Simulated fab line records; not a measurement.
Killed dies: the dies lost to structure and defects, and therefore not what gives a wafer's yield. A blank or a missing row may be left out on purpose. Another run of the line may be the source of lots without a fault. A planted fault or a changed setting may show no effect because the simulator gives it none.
fab line records | flow n5Finfet
record lots=7 wafers=39
route steps=1938 shown FIN_SAQP@134 SD_EPI_N@279 HKMG_FIN@386 MOL_CONTACT_COAG@559 BEOL_M0_SAQP@672 BEOL_M2@903
startH: the number of hours between the record's first day and the start of the first shown wafer of the lot | waitH: time in hours since the lot's previous step | " identical to the entry in the row above | L1.1+2: several wafers, shown together as one row | - either no value or no given start | * or withheld: withheld | < > ~ a bound
route shown NAME@n: names a module that has steps shown in the file, with the first one's number in the route | usual: mean/standard deviation of fault-free wafers | same: alike in all rows | chamber/n: place in a boat | sites: per-site readings | _std_site: standard deviation across them | _edge_site: the outer-site mean with the inner-site mean subtracted | radiusMm: for every site, how far away it sits from the centre of the wafer | mask NAME#n: copy n | behind: tool/chamber where the wafer was last shaped | hold: why the lot went on hold/how many hours it stayed there/how the hold came to an end | device: the n, p or np transistor that did not switch | end of line: tests run on the same wafers once the route is complete | for a step that has no rows: nothing shown but its recipe | killed: the dies lost at the first sort to structure and to defects; this is not the yield of the wafer | map: dies across one wafer; x = killed, . = not, _ = none there
set.NAME: setting as actually run; set.NAME@STEP: the setting as run at that earlier step | model.NAME: the simulator's own value behind a step, which no gauge read
one table per step and one row per wafer, for lots whose settings were changed on purpose
## steps
# step N5_FIN_SAQP_ETCH_69
# recipe chemistry=N2/H2 target=SOC targetDepthA=1500 stopOn=SiNx ionEnergyEv=100 biasW=61 pressureMtorr=30 sourceW=850 n2FlowSccm=200 h2FlowSccm=200
# columns lot.wafer tool chamber startH waitH set.targetDepthA model.etch.depthNm
L079.1+6 rieDiel-06 2,1 55.13 - 1500 55
L079.3 " 3 " " 1500 54.03
L081.1 rieDiel-06 0 68.11 - 1500 54.59
L081.2+3+4+6 " 3,2,1,1 " " 1500 55
L081.5 " 0 " " 1500 54.6
L084.1 rieDiel-06 3 85.74 - 1500 53.76
L084.2 " 1 " " 1131 42.26
L084.3+5 " 2 " " 1500 55
L084.4 " 1 " " 1131 41.81
L084.6 " 3 " " 1131 40.51
L085.1+4+5 rieDiel-06 1,3,0 92.16 - 1850 55
L085.2 " 3 " " 1500 54.53
L085.3 " 0 " " 1500 53.27
L085.6 " 1 " " 1500 55
L088.1+3+6 rieDiel-05 2,0,1 111.42 - 2182 55
L088.2+4 " 3,1 " " 1500 55
L088.5 " 0 " " 1500 54.36
L091.1+3+4+5 rieDiel-06 1,2,1,2 126.80 - 1500 55
L091.2 " 0 " " 1500 54.17
L091.6 " 0 " " 1500 54.48
L095.1 rieDiel-05 0 151.44 - 1500 53.92
L095.2+4+6 " 1,2,1 " " 1765 55
L095.3 " 3 " " 1500 55
L095.5 " 0 " " 1500 54.44
# step N5_SD_EPI_N_ETCH_16
# recipe chemistry=CHF3/O2 target=SiO2 targetDepthA=50 maskMaterial=SOC pressureMtorr=30 sourceW=650 biasW=170 Ar_flow_sccm=200 CHF3_flow_sccm=50 O2_flow_sccm=5 ionEnergyEv=200
# columns lot.wafer tool chamber startH waitH set.targetDepthA model.etch.depthNm
L079.1 rieDiel-06 1 79.05 0.1 50 5.003
L079.3 " 0 " " 50 4.864
L079.6 " 3 " " 50 4.915
L081.1 rieDiel-04 3 92.25 0.1 50 5.049
L081.2 " 2 " " 21.51 2.083
L081.3 " 1 " " 21.51 2.14
L081.4 " 0 " " 50 4.998
L081.5 " 3 " " 21.51 2.167
L081.6 " 2 " " 50 4.802
L084.1 rieDiel-05 3 112.66 0.1 33.58 3.49
L084.2 " 2 " " 50 5.138
L084.3 " 1 " " 50 5.21
L084.4 " 0 " " 33.58 3.363
L084.5 " 2 " " 33.58 3.44
L084.6 " 1 " " 50 5.205
L085.1 rieDiel-04 0 117.02 0.1 40.62 4.012
L085.2 " 1 " " 40.62 4.049
L085.3 " 2 " " 50 4.854
L085.4 " 3 " " 50 5.038
L085.5 " 2 " " 40.62 3.917
L085.6 " 1 " " 50 4.928
L088.1 rieDiel-05 2 136.00 0.1 50 5.113
L088.2 " 1 " " 50 5.116
L088.3 " 3 " " 50 5.155
L088.4 " 0 " " 50 4.92
L088.5 " 3 " " 50 5.21
L088.6 " 0 " " 50 4.969
L091.1 rieDiel-05 3 150.35 0.1 70.56 7.275
L091.2 " 0 " " 50 4.986
L091.3 " 1 " " 50 5.094
L091.4 " 2 " " 70.56 7.207
L091.5 " 0 " " 50 4.965
L091.6 " 3 " " 70.56 7.226
L095.1 rieDiel-04 3 174.91 0.1 34.34 3.442
L095.2 " 1 " " 50 4.923
L095.3 " 2 " " 50 4.843
L095.4 " 2 " " 34.34 3.309
L095.5 " 1 " " 34.34 3.423
L095.6 " 3 " " 50 5.013
# step N5_HKMG_FIN_HK_ALD_01
# recipe material=HfO2 targetThkA=16 tempC=withheld aldPrecursorFamily=HfCl4 aldCoReactant=H2O pulseTimeS=3 purgeTimeS=3 coReactantPurgeTimeS=2.5 coReactantPulseTimeS=0.3 aldCycles=30
# columns lot.wafer tool chamber startH waitH set.aldCycles model.HfO2_of_HKMG_FIN_HK_ALD_01.thkNm
L079.1+3+6 aldHk-01 1,3,0 103.52 0.1 30 1.6
L081.1+3+4 aldHk-03 2,3,1 112.72 0.0 48 2.6
L081.2+5+6 " 0,0,1 " " 30 1.6
L084.1+5+6 aldHk-02 2,2,1 133.07 0.0 30 1.6
L084.2+3+4 " 3,1,0 " " 24 1.2
L085.1+3+4 aldHk-02 0,2,1 138.32 0.0 30 1.6
L085.2+5+6 " 3,3,2 " " 41 2.2
L088.1+4+5 aldHk-01 2,1,2 156.73 0.0 45 2.4
L088.2+3+6 " 3,0,3 " " 30 1.6
L091.1+3+5 aldHk-03 0,3,1 173.19 0.0 30 1.6
L091.2+4+6 " 2,1,0 " " 45 2.4
L095.1+2+3+4+5+6 aldHk-03 3,0,2,1,2,1 195.99 0.0 30 1.6
# step N5_HKMG_FIN_HK_ANNEAL_02
# recipe tempC=700 timeS=30 ambient=N2 idleTempC=600 rampUpCPerS=150 rampDownCPerS=60 coolToC=600
# step N5_HKMG_FIN_ALD_74
# recipe material=La2O3 targetThkA=5 tempC=250 aldPrecursorFamily=La-Cp aldCoReactant=O3 pulseTimeS=6 coReactantPulseTimeS=1 purgeTimeS=3 coReactantPurgeTimeS=3
# step N5_HKMG_FIN_WET_ETCH_82
# recipe chemistry=dHCl mix=1:10000 tempC=25 target=La2O3 stopOn=HfO2 targetDepthNm=2 dry=ipaMarangoni rinseTimeS=30 rinseTempC=23
# step N5_HKMG_FIN_ALD_36
# recipe material=TiN targetThkA=10 tempC=400 aldPrecursorFamily=TiCl4 aldCoReactant=NH3 pulseTimeS=1 purgeTimeS=3 coReactantPurgeTimeS=2 coReactantPulseTimeS=2 aldCycles=47 pressureTorr=3
# step N5_HKMG_FIN_THK_MEAS_70
# recipe thkMeasGauge=xrf reads=HfO2_of_HKMG_FIN_HK_ALD_01
# usual HK_THK=1.621/0.016
# columns lot.wafer tool chamber startH waitH set.aldCycles@HKMG_FIN_HK_ALD_01 HK_THK[nm]
L079.1 filmMetro-02 - 107.34 0.2 30 1.616
L079.3 " - " " 30 1.642
L079.6 " - " " 30 1.619
L081.1 filmMetro-02 - 116.18 0.2 48 2.574
L081.2 " - " " 30 1.609
L081.3 " - " " 48 2.614
L081.4 " - " " 48 2.584
L081.5 " - " " 30 1.646
L081.6 " - " " 30 1.647
L084.1 filmMetro-02 - 136.83 0.2 30 1.598
L084.2 " - " " 24 1.294
L084.3 " - " " 24 1.313
L084.4 " - " " 24 1.316
L084.5 " - " " 30 1.613
L084.6 " - " " 30 1.612
L085.1 filmMetro-01 - 141.91 0.2 30 1.602
L085.2 " - " " 41 2.205
L085.3 " - " " 30 1.614
L085.4 " - " " 30 1.589
L085.5 " - " " 41 2.215
L085.6 " - " " 41 2.200
L088.1 filmMetro-02 - 160.17 0.2 45 2.455
L088.2 " - " " 30 1.621
L088.3 " - " " 30 1.606
L088.4 " - " " 45 2.405
L088.5 " - " " 45 2.417
L088.6 " - " " 30 1.643
L091.1 filmMetro-02 - 176.96 0.2 30 1.642
L091.2 " - " " 45 2.424
L091.3 " - " " 30 1.644
L091.4 " - " " 45 2.426
L091.5 " - " " 30 1.617
L091.6 " - " " 45 2.421
L095.1 filmMetro-01 - 199.85 0.2 30 1.653
L095.2 " - " " 30 1.626
L095.3 " - " " 30 1.665
L095.4 " - " " 30 1.628
L095.5 " - " " 30 1.626
L095.6 " - " " 30 1.634
# step N5_MOL_CONTACT_COAG_ALD_27
# recipe material=SiOC targetThkA=170 tempC=400 aldPrecursorFamily=carbosiloxane aldCoReactant=H2-plasma pulseTimeS=1.5 timeS=2720 purgeTimeS=2 coReactantPurgeTimeS=2 aldCycles=340 pressureTorr=2
# columns lot.wafer tool chamber startH waitH set.timeS model.SiOC_of_MOL_CONTACT_COAG_ALD_27.thkNm
L079.1 aldSin-01 2 129.74 0.0 2720 17.2
L079.3+6 " 0 " " 2720 16.8
L081.1+3+5 aldSin-02 1,3,3 137.52 0.0 2720 17
L081.2+6 " 2 " " 3995 17.2
L081.4 " 0 " " 3995 17
L084.1+4+6 aldSin-02 2,3,2 156.78 0.1 2720 17
L084.2+3+5 " 0,3,0 " " 3978 17
L085.1+3+5 aldSin-02 0,1,1 165.78 0.0 2720 17
L085.2 " 3 " " 1159 7.2
L085.4+6 " 2 " " 1159 7.4
L088.1+3+4 aldSin-03 3,0,1 180.89 0.0 3769 17
L088.2+5+6 " 2,0,1 " " 2720 17
L091.1+2 aldSin-03 1,2 200.51 0.3 1157 7.2
L091.3 " 3 " " 2720 16.8
L091.4+5 " 3,1 " " 2720 17
L091.6 " 2 " " 1157 7
L095.1+4+6 aldSin-02 1,0,1 223.10 0.3 1963 12.2
L095.2+3 " 2,3 " " 2720 17
L095.5 " 0 " " 2720 17.2
# step N5_BEOL_M0_SAQP_ETCH_106
# recipe chemistry=N2/H2 target=SOC targetDepthA=1500 stopOn=SiNx ionEnergyEv=100 biasW=61 pressureMtorr=30 sourceW=850 n2FlowSccm=200 h2FlowSccm=200
# columns lot.wafer tool chamber startH waitH set.targetDepthA model.SOC_of_BEOL_M0_SAQP_COAT_105.thkNm
L079.1+3 rieDiel-03 1,3 143.88 - 1500 24.8
L079.6 " 0 " " 1500 24.4
L081.1 rieDiel-01 0 152.00 - 1500 25.6
L081.2 " 3 " " 1500 19.8
L081.3 " 1 " " 1500 23.2
L081.4 " 2 " " 1500 21
L081.5 " 2 " " 1500 20.4
L081.6 " 1 " " 1500 23.4
L084.1 rieDiel-01 0 171.54 - 1500 25.6
L084.2+6 " 1 " " 1201 39.6
L084.3 " 2 " " 1500 21
L084.4 " 3 " " 1500 20.4
L084.5 " 0 " " 1201 40.4
L085.1+2+3 rieDiel-03 2,0,3 180.10 - 2102 0
L085.4 " 1 " " 1500 24
L085.5 " 1 " " 1500 23.6
L085.6 " 0 " " 1500 23.2
L088.1 rieDiel-02 3 195.38 - 1500 23.4
L088.2+3+5 " 0,2,2 " " 2099 0
L088.4 " 1 " " 1500 25.4
L088.6 " 3 " " 1500 23.8
L091.1+5 rieDiel-03 0,3 214.15 - 1024 49
L091.2 " 3 " " 1024 49.2
L091.3 " 1 " " 1500 25.2
L091.4 " 2 " " 1500 24.4
L091.6 " 2 " " 1500 25.4
L095.1+3 rieDiel-03 2,3 237.03 - 960 51.4
L095.2 " 0 " " 1500 24.4
L095.4 " 1 " " 960 52.2
L095.5 " 1 " " 1500 25
L095.6 " 0 " " 1500 24.8
# step N5_BEOL_M0_SAQP_ETCH_107
# recipe chemistry=CH3F/O2 target=SiNx targetDepthA=300 maskMaterial=SOC pressureMtorr=30 sourceW=395 biasW=73 Ar_flow_sccm=150 CH3F_flow_sccm=30 O2_flow_sccm=20 ionEnergyEv=120
# columns lot.wafer tool chamber startH waitH set.targetDepthA@BEOL_M0_SAQP_ETCH_106 model.SOC_of_BEOL_M0_SAQP_COAT_105.thkNm
L079.1+3 rieDiel-03 1,3 143.94 0.0 1500 13.8
L079.6 " 0 " " 1500 13.4
L081.1 rieDiel-01 0 152.06 0.0 1500 14.8
L081.2 " 3 " " 1500 8.8
L081.3 " 1 " " 1500 12.4
L081.4 " 2 " " 1500 9.8
L081.5 " 2 " " 1500 9.4
L081.6 " 1 " " 1500 12.6
L084.1 rieDiel-01 0 171.60 0.0 1500 14.8
L084.2 " 1 " " 1201 28.8
L084.3 " 2 " " 1500 9.8
L084.4 " 3 " " 1500 9.4
L084.5 " 0 " " 1201 29.8
L084.6 " 1 " " 1201 28.6
L085.1+2+3 rieDiel-03 2,0,3 180.16 0.0 2102 0
L085.4 " 1 " " 1500 13.4
L085.5 " 1 " " 1500 12.8
L085.6 " 0 " " 1500 12.4
L088.1 rieDiel-02 3 195.44 0.0 1500 12.6
L088.2+3+5 " 0,2,2 " " 2099 0
L088.4 " 1 " " 1500 14.8
L088.6 " 3 " " 1500 13
L091.1 rieDiel-03 0 214.21 0.0 1024 38.2
L091.2+5 " 3 " " 1024 38.4
L091.3+6 " 1,2 " " 1500 14.6
L091.4 " 2 " " 1500 13.6
L095.1 rieDiel-03 2 237.09 0.0 960 40.4
L095.2 " 0 " " 1500 13.6
L095.3 " 3 " " 960 40.6
L095.4 " 1 " " 960 41.4
L095.5+6 " 1,0 " " 1500 14
# step N5_BEOL_M2_CVD_47
# recipe material=Co targetThkA=30 tempC=withheld precursor=CCTBA/H2 pressureTorr=30 timeS=223.8
# columns lot.wafer tool chamber startH waitH set.targetThkA model.Co_of_BEOL_M2_CVD_47.thkNm
L079.1+6 cvdCo-02 1,0 175.64 0.0 30 3
L079.3 " 2 " " 30 3.2
L081.1+2 cvdCo-01 2,1 176.45 0.0 35.33 3.6
L081.3+4+6 " 0,1,2 " " 30 3
L081.5 " 0 " " 35.33 3.4
L084.1+2 cvdCo-02 1,0 196.97 0.0 30 3
L084.3 " 1 " " 30 2.8
L084.4+5+6 " 0,0,1 " " 40.27 4
L085.1+2+6 cvdCo-01 0,2,0 203.92 0.0 34.79 3.6
L085.3+5 " 1,2 " " 30 3.2
L085.4 " 1 " " 30 3
L088.1+2 cvdCo-02 2,0 235.03 0.0 30 3
L088.3 " 1 " " 39.38 4
L088.4+6 " 0,1 " " 39.38 3.8
L088.5 " 2 " " 30 3.2
L091.1+3+4+6 cvdCo-02 0,1,1,0 239.16 0.1 30 3
L091.2+5 " 2 " " 30 3.2
L095.1+6 cvdCo-02 2 279.77 0.0 21.48 2.2
L095.2+4+5 " 0,0,1 " " 30 3
L095.3 " 1 " " 21.48 2
## key
split step=N5_FIN_SAQP_ETCH_69 setting=targetDepthA stated=1500 by=wafer
response step=N5_FIN_SAQP_ETCH_69 reading=model.etch.depthNm shape=bent atLowest=41.53 atStated=54.67 atHighest=55
split step=N5_SD_EPI_N_ETCH_16 setting=targetDepthA stated=50 by=wafer
response step=N5_SD_EPI_N_ETCH_16 reading=model.etch.depthNm change=+0.0511 per=1% r=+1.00
split step=N5_HKMG_FIN_HK_ALD_01 setting=aldCycles stated=30 by=wafer
response step=N5_HKMG_FIN_HK_ALD_01 reading=model.HfO2_of_HKMG_FIN_HK_ALD_01.thkNm change=+0.0164 per=1% r=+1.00
response step=N5_HKMG_FIN_THK_MEAS_70 reading=HK_THK change=+0.016 per=1% r=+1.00
split step=N5_MOL_CONTACT_COAG_ALD_27 setting=timeS stated=2720 by=wafer
response step=N5_MOL_CONTACT_COAG_ALD_27 reading=model.SiOC_of_MOL_CONTACT_COAG_ALD_27.thkNm shape=bent atLowest=7.133 atStated=16.99 atHighest=17.13
split step=N5_BEOL_M0_SAQP_ETCH_106 setting=targetDepthA stated=1500 by=wafer
response step=N5_BEOL_M0_SAQP_ETCH_106 reading=model.SOC_of_BEOL_M0_SAQP_COAT_105.thkNm change=-0.677 per=1% r=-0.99
response step=N5_BEOL_M0_SAQP_ETCH_107 reading=model.SOC_of_BEOL_M0_SAQP_COAT_105.thkNm change=-0.532 per=1% r=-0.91
split step=N5_BEOL_M2_CVD_47 setting=targetThkA stated=30 by=wafer
response step=N5_BEOL_M2_CVD_47 reading=model.Co_of_BEOL_M2_CVD_47.thkNm change=+0.0292 per=1% r=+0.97
